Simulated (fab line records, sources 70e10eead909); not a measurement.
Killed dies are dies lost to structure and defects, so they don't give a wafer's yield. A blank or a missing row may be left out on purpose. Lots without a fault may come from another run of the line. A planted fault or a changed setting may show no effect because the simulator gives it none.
Which tool did it? | flow nand_harc | 13 lots, 39 wafers sampled, at 4 steps of a route of 1302

WHAT THE GAUGES READ, wafer by wafer
NHARC_END_SORT_01.
lot  | measured     | on        | killed_at_array | killed_at_other | killed_at_periphery | killed_dies | killed_open | killed_short
L665 | day 29 05:02 | prober-02 | 674 56 74       | 1 1 2           | 2 0 3               | 677 57 79   | 2 3 1       | 3 4 3
L667 | day 29 20:18 | prober-02 | 668 65 51       | 0 0 2           | 9 5 5               | 677 70 58   | 1 1 4       | 2 4 0
L670 | day 31 00:04 | prober-01 | 25              | 0               | 3                   | 28          | 1           | 2

WHICH TOOL RAN EACH LOT (tool, then ch and the chambers of the sampled wafers, then the start)
lot  | NHARC_A_STAIRCASE_CMP_152     | NHARC_A_STAIRCASE_ETCHBACK_422     | NHARC_A_SGD_CUT_ETCH_58
L655 | cmp-03 ch 0,2, day 19 14:03   | rie_diel-02 ch 1,3, day 19 14:31   | rie_diel-05 ch 1,3, day 19 16:42
L657 | cmp-02 ch 0,2,3, day 19 22:13 | rie_diel-04 ch 1,2,3, day 19 22:40 | rie_diel-08 ch 0,3, day 20 01:02
L665 | cmp-01 ch 0,1, day 23 07:17   | rie_diel-07 ch 0,1,3, day 23 07:44 | rie_diel-13 ch 0,1,2, day 23 10:05
L667 | cmp-01 ch 0,1,3, day 24 08:26 | rie_diel-02 ch 0,2,3, day 24 08:54 | rie_diel-13 ch 0,1,3, day 24 11:08
L670 | cmp-02 ch 0,1,2, day 25 02:41 | rie_diel-04 ch 1,2,3, day 25 03:10 | rie_diel-08 ch 0,2,3, day 25 05:25
L671 | cmp-02 ch 0,1,2, day 26 06:48 | rie_diel-04 ch 0,1,2, day 26 07:15 | rie_diel-05 ch 0,1,3, day 26 09:26
L672 | cmp-03 ch 1,2, day 26 16:09   | rie_diel-02 ch 0,3, day 26 16:37   | rie_diel-08 ch 1,2,3, day 26 18:56
L673 | cmp-03 ch 1,2,3, day 26 22:20 | rie_diel-02 ch 1,3, day 26 22:47   | rie_diel-05 ch 2,3, day 27 01:19
L675 | cmp-01 ch 0,1,3, day 28 05:52 | rie_diel-02 ch 0,1,3, day 28 06:21 | rie_diel-13 ch 1,2,3, day 28 08:41
L674 | cmp-02 ch 1,2,3, day 28 06:09 | rie_diel-02 ch 0,1,3, day 28 06:37 | rie_diel-05 ch 0,3, day 28 09:02
L676 | cmp-02 ch 1,3, day 28 06:21   | rie_diel-02 ch 0,1,3, day 28 06:50 | rie_diel-08 ch 0,3, day 28 09:11
L678 | cmp-03 ch 0,2, day 29 00:46   | rie_diel-02 ch 1,2,3, day 29 01:14 | rie_diel-13 ch 0,3, day 29 03:34
L677 | cmp-01 ch 2,3, day 29 01:02   | rie_diel-07 ch 0,1, day 29 01:30   | rie_diel-08 ch 2,3, day 29 03:48
- NHARC_A_STAIRCASE_CMP_152: polishes.
- NHARC_A_STAIRCASE_ETCHBACK_422: etches the open film in CH3F/O2, target depth 40 nm, time 74.286 s.
- NHARC_A_SGD_CUT_ETCH_58: etches the open film in CF4, target depth 39 nm, time 65 s.

WHAT THE TOOLS THEMSELVES READ (means of the sampled wafers that have a number; where no wafer has one, the mark that the record gives instead)
NHARC_A_STAIRCASE_CMP_152.
lot  | tool   | motor_current_A (A)
L655 | cmp-03 | 11.8
L657 | cmp-02 | 13.4
L665 | cmp-01 | 11.9
L667 | cmp-01 | 12.6
L670 | cmp-02 | 13.0
L671 | cmp-02 | 13.2
L672 | cmp-03 | 12.2
L673 | cmp-03 | 13.3
L675 | cmp-01 | 12.9
L674 | cmp-02 | 13.1
L676 | cmp-02 | 13.2
L678 | cmp-03 | 11.8
L677 | cmp-01 | 12.4

NHARC_A_STAIRCASE_ETCHBACK_422.
lot  | tool        | drypump_motor_current_A (A) | oes_product_au (a.u.) | rf_vpp_V (V) | showerhead_plenum_p_Torr (Torr) | throttle_valve_pct (%)
L655 | rie_diel-02 | 5.5                         | 1.00                  | 244.6        | 2.41                            | 20.669
L657 | rie_diel-04 | 6.4                         | 0.99                  | 244.5        | 2.43                            | 20.655
L665 | rie_diel-07 | 5.8                         | 0.92                  | 244.8        | 2.49                            | 20.655
L667 | rie_diel-02 | 5.2                         | 0.91                  | 244.7        | 2.45                            | 20.660
L670 | rie_diel-04 | 6.4                         | 1.01                  | 244.1        | 2.41                            | 20.666
L671 | rie_diel-04 | 6.4                         | 1.00                  | 245.6        | 2.50                            | 20.666
L672 | rie_diel-02 | 5.2                         | 0.98                  | 244.5        | 2.48                            | 20.667
L673 | rie_diel-02 | 5.6                         | 1.01                  | 243.0        | 2.37                            | 20.664
L675 | rie_diel-02 | 5.3                         | 0.93                  | 244.3        | 2.46                            | 20.663
L674 | rie_diel-02 | 5.3                         | 0.93                  | 243.9        | 2.46                            | 20.661
L676 | rie_diel-02 | 5.3                         | 0.93                  | 243.7        | 2.46                            | 20.664
L678 | rie_diel-02 | 5.5                         | 0.99                  | 242.9        | 2.34                            | 20.670
L677 | rie_diel-07 | 6.1                         | 0.99                  | 245.6        | 2.55                            | 20.663

NHARC_A_SGD_CUT_ETCH_58.
lot  | tool        | drypump_motor_current_A (A) | oes_product_au (a.u.) | rf_fwd_power_W (W) | rf_vpp_V (V) | showerhead_plenum_p_Torr (Torr) | throttle_valve_pct (%)
L655 | rie_diel-05 | 5.8                         | 1.001                 | 297.2              | 152.4        | 1.83                            | 13.295
L657 | rie_diel-08 | 6.1                         | 1.007                 | 298.0              | 151.6        | 1.82                            | 13.279
L665 | rie_diel-13 | 5.6                         | 0.913                 | 258.2              | 150.2        | 1.70                            | 13.283
L667 | rie_diel-13 | 5.6                         | 0.923                 | 257.5              | 150.9        | 1.75                            | 13.284
L670 | rie_diel-08 | 5.9                         | 0.999                 | 298.4              | 152.3        | 1.80                            | 13.286
L671 | rie_diel-05 | 5.8                         | 1.000                 | 297.8              | 151.2        | 1.75                            | 13.286
L672 | rie_diel-08 | 5.9                         | 1.004                 | 297.6              | 151.1        | 1.77                            | 13.290
L673 | rie_diel-05 | 5.8                         | 1.008                 | 298.5              | 151.2        | 1.81                            | 13.284
L675 | rie_diel-13 | 5.4                         | 1.002                 | 297.9              | 151.3        | 1.75                            | 13.278
L674 | rie_diel-05 | 5.7                         | 0.998                 | 297.3              | 151.0        | 1.74                            | 13.284
L676 | rie_diel-08 | 5.9                         | 0.993                 | 298.5              | 151.3        | 1.80                            | 13.292
L678 | rie_diel-13 | 5.7                         | 0.991                 | 296.1              | 150.9        | 1.79                            | 13.297
L677 | rie_diel-08 | 5.7                         | 0.998                 | 298.9              | 151.1        | 1.79                            | 13.287

THE ANSWER, worked out from the rows above alone
Rule: what is usual is taken from the lots themselves. Put in order of their means at a reading, lots are off if they are a third of the lots or fewer, leave a main group of 4 or more, and stand apart from it by a gap of 3 or more times the standard deviation of the main group's means; of several such gaps the widest counts. A main group whose means are all the same, to the digits that the tables above print for the reading, isn't used. A lot without any number at a reading at which 4 lots or more have one is off too. The other lots that the step has rows for count as sound. The gauges are gone through in route order, then the tools' own readings, and for those a lot's mean is taken as printed above. The first step at which some lot is off is used, and at that step the reading that is off furthest; a lot without a number counts as furthest.
Off: L665, L667, at NHARC_A_SGD_CUT_ETCH_58 (rf_fwd_power_W). The main group: mean 297.8 W, standard deviation 0.75.
A tool fits if, at that step or a process step before it, it ran every lot that is off, and no sound lot after the first of them. None of those tried fits.

WHAT THE SIMULATOR HAD PUT IN
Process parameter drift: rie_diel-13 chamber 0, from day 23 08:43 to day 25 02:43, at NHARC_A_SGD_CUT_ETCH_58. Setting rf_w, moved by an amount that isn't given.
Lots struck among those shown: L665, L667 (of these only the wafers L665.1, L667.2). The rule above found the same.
